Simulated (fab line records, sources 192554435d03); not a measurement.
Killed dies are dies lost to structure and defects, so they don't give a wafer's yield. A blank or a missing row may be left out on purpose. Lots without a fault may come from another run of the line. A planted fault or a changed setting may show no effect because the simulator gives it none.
Split-lot experiment | flow n5_finfet | 7 lots, 21 wafers read, on a route of 1938 steps

THE SPLIT
At N5_BEOL_M4_ILD_DEP_00 (deposits SiOC from DEMS/O2, target thk 79 nm, time 15.3 s), the setting time_s was moved away from the recipe's 15.3 s on 7 of the 21 wafers read, by -14.8% to +8.5%. The other wafers ran this setting at the recipe's value.

The file shows no step between the split and the reading.

THE READING
M4_ILD_THK, in nm, at N5_BEOL_M4_THK_MEAS_01. Fault-free wafers of this fab line usually give 78.5 nm, standard deviation 1.1 nm.

wafer  | tool, chamber at the split | time_s as run, s | against the recipe | M4_ILD_THK, nm | against lot-mates on the recipe
L084.3 | pecvd-02, 1                | 16.6             | +8.5%              | 85.2           | +5.8
L084.4 | pecvd-02, 0                | 16.6             | +8.5%              | 85.5           | +6.1
L084.5 | pecvd-02, 1                | 15.3             | recipe             | 79.4           | -
L086.3 | pecvd-03, 0                | 15.3             | recipe             | 78.6           | -
L086.5 | pecvd-03, 1                | 15.3             | recipe             | 77.9           | -
L086.6 | pecvd-03, 2                | 15.3             | recipe             | 80.1           | -
L089.1 | pecvd-02, 1                | 16.31            | +6.6%              | 83.5           | +6.5
L089.2 | pecvd-02, 0                | 15.3             | recipe             | 77.0           | -
L089.6 | pecvd-02, 0                | 16.31            | +6.6%              | 83.2           | +6.2
L090.3 | pecvd-04, 0                | 15.3             | recipe             | 77.6           | -
L090.4 | pecvd-04, 1                | 15.3             | recipe             | 79.9           | -
L090.6 | pecvd-04, 2                | 15.3             | recipe             | 78.3           | -
L091.3 | pecvd-03, 1                | 13.04            | -14.8%             | 66.2           | -13.0
L091.4 | pecvd-03, 0                | 15.3             | recipe             | 78.7           | -
L091.6 | pecvd-03, 0                | 15.3             | recipe             | 79.6           | -
L094.1 | pecvd-03, 2                | 15.3             | recipe             | 77.5           | -
L094.2 | pecvd-03, 1                | 15.3             | recipe             | 76.1           | -
L094.5 | pecvd-03, 1                | 15.3             | recipe             | 76.9           | -
L097.1 | pecvd-02, 0                | 13.44            | -12.2%             | 68.4           | -10.0
L097.2 | pecvd-02, 2                | 15.3             | recipe             | 78.4           | -
L097.6 | pecvd-02, 2                | 13.44            | -12.2%             | 69.0           | -9.4

THE FIT
A straight line over all 21 wafers: M4_ILD_THK changes by +0.803 nm for each +1% of time_s; r = +0.98; the points scatter about the line by 1 nm.
The same after taking each lot's own level away (the mean of its wafers on the recipe; 21 wafers): +0.821 nm for each +1%; r = +0.99; scatter 0.78 nm.
On that fit, the largest move of time_s shifts the reading by 12 nm.
The lots' own levels span 76.83 to 79.40 nm, that is 2.3 times the standard deviation above.
So the lot-to-lot level changes the slope little: the two slopes agree.
Check: with one of the wafers moved furthest among these (-14.8%) left out of the fit, the line predicts -11.8 nm for it against its lot-mates. It came out at -13 nm against them.

OTHER SPLITS ON THESE WAFERS
These wafers also went through other splits before the reading. Each is held against what the fit with the lots' levels taken away leaves over:
other split on the same wafers   | wafers away from the commonest value | r with M4_ILD_THK (lot level and that fit taken away)
N5_BEOL_M1_TRENCH_ETCH_37 bias_w | 6                                    | -0.49

THE WHOLE CHAIN: every reading that the file lists as answering this split, in the file's order
step                   | what it does                                              | reading                                                                            | change (the file's fit)               | r (the file's)
N5_BEOL_M4_ILD_DEP_00  | deposits SiOC from DEMS/O2, target thk 79 nm, time 15.3 s | SiOC_of_BEOL_M4_ILD_DEP_00.thk_nm (the simulator's own value, which no gauge read) | +0.832 nm for each +1% of the setting | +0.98
N5_BEOL_M4_THK_MEAS_01 |                                                           | M4_ILD_THK                                                                         | +0.834 for each +1% of the setting    | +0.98

THE FILE'S OWN FIT
M4_ILD_THK changes by +0.834 nm for each +1% of time_s, r = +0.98.
